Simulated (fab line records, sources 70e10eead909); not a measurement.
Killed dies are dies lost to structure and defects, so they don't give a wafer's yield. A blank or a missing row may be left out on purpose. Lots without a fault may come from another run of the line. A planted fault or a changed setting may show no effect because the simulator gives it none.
Problem report in the 8D (eight disciplines) form, filled by code | flow nand_harc | the parts of the form that need people (team, actions taken, sign-off) are left out

1. THE PROBLEM
rf_fwd_power_W at NHARC_A_STAIRCASE_ETCH_203 reads a mean of 497.5 W on 1 wafer of 1 lot; wafers without a fault read 593.1 W with a standard deviation of 2.4. That is -40 standard deviations from the usual mean.
The step: etches the open film in C4F8/O2, target depth 100 nm, time 40.5 s.
First seen on wafer L854.1, day 23 05:43, on rie_diel-08. The record holds 36 wafers of 12 lots with a number at this step. Rule for "out", or "out of limits": more than 4 standard deviations from the usual mean. The other wafers with a number count as sound.

2. WHAT IT IS AND WHAT IT IS NOT
question                    | is                             | is not
which readings at this step | rf_fwd_power_W, oes_product_au | rf_vpp_V
which lots                  | L854                           | L838, L839, L840, L841, L842, L845, L846, L847, L848, L849, L850
which wafers of those lots  | L854.1                         | L854.3, L854.4
read on which tools         | rie_diel-08                    | rie_diel-05, rie_diel-13
when                        | from day 23 05:43              | up to then (35 sound wafers)

3. SUSPECTS, AND WHAT RULES EACH OUT
Counting: a tool at a process step up to the reading stays a suspect if it ran every lot that is out. Sound lots after the first of them don't rule it out here, since some wafers of a struck lot are sound.
- rie_diel-05 at NHARC_A_STAIRCASE_ETCH_188 (etches the open film in C4F8/O2, target depth 100 nm, time 40.5 s): kept. It ran the lot that is out, L854 (day 23 05:43); its last sound lot up to then is L850 (day 22 00:13). NHARC_A_STAIRCASE_ETCH_188 gives no start for some lots, so the hours and the order of its lots are those of NHARC_A_STAIRCASE_ETCH_203.
- rie_diel-08 at NHARC_A_STAIRCASE_ETCH_197 (etches the open film in C4F8/O2, target depth 100 nm, time 40.5 s): kept. It ran the lot that is out, L854 (day 23 05:43); its last sound lot up to then is L850 (day 22 00:13). NHARC_A_STAIRCASE_ETCH_197 gives no start for some lots, so the hours and the order of its lots are those of NHARC_A_STAIRCASE_ETCH_203.
- rie_diel-08 at NHARC_A_STAIRCASE_ETCH_199 (etches the open film in C4F8/O2, target depth 100 nm, time 40.5 s): kept. It ran the lot that is out, L854 (day 23 05:43); its last sound lot up to then is L850 (day 22 00:13). NHARC_A_STAIRCASE_ETCH_199 gives no start for some lots, so the hours and the order of its lots are those of NHARC_A_STAIRCASE_ETCH_203.
- rie_diel-08 at NHARC_A_STAIRCASE_ETCH_203 (etches the open film in C4F8/O2, target depth 100 nm, time 40.5 s): kept. It ran the lot that is out, L854 (day 23 05:43); its last sound lot up to then is L850 (day 22 00:13). Its own readings are out on those wafers: oes_product_au, rf_fwd_power_W.
- Within rie_diel-05 at NHARC_A_STAIRCASE_ETCH_188: the wafers that are out ran in chamber 3; their sound lot-mates ran in chambers 1, 2.
- Within rie_diel-08 at NHARC_A_STAIRCASE_ETCH_197: the wafers that are out ran in chamber 1; their sound lot-mates ran in chambers 0, 3.
- Within rie_diel-08 at NHARC_A_STAIRCASE_ETCH_199: the wafers that are out ran in chamber 0; their sound lot-mates ran in chambers 2, 3.
- Within rie_diel-08 at NHARC_A_STAIRCASE_ETCH_203: the wafers that are out ran in chamber 0; their sound lot-mates ran in chambers 1, 3.
Left after counting: rie_diel-05 at NHARC_A_STAIRCASE_ETCH_188, rie_diel-08 at NHARC_A_STAIRCASE_ETCH_197, rie_diel-08 at NHARC_A_STAIRCASE_ETCH_199, rie_diel-08 at NHARC_A_STAIRCASE_ETCH_203.

4. THE CAUSE (what the simulator had put in)
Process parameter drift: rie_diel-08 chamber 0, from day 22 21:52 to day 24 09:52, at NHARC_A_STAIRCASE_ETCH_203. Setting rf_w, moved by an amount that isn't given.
Counting left 4 suspects, and this tool is among them.

5. THE CHAIN OF EFFECTS, in route order
Each row: a reading whose mean over the struck wafers that have a number lies more than 3 standard deviations from the usual. Only readings for which the record gives a usual standard deviation are gone through. hours: the time from each lot's start at the first step in this table that gives one to its start at this step, as a median over the lots. sigmas: the change in usual standard deviations.
hours | step                       | reading        | usual      | on struck wafers | change | sigmas
0     | NHARC_A_STAIRCASE_ETCH_203 | oes_product_au | 0.947 a.u. | 0.855            | -0.092 | -5.7
0     | NHARC_A_STAIRCASE_ETCH_203 | rf_fwd_power_W | 593.1 W    | 497.5            | -95.6  | -40
The process steps in it:
- NHARC_A_STAIRCASE_ETCH_203: etches the open film in C4F8/O2, target depth 100 nm, time 40.5 s.
Later measuring or inspecting steps at which every struck wafer that the step has a row for has a number for every such reading, and none has moved that far: NHARC_END_SORT_01.

6. WHAT WOULD HAVE CAUGHT IT SOONER
In this record the first reading out of limits was taken at day 23 05:43, 8 hours after the fault began at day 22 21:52.
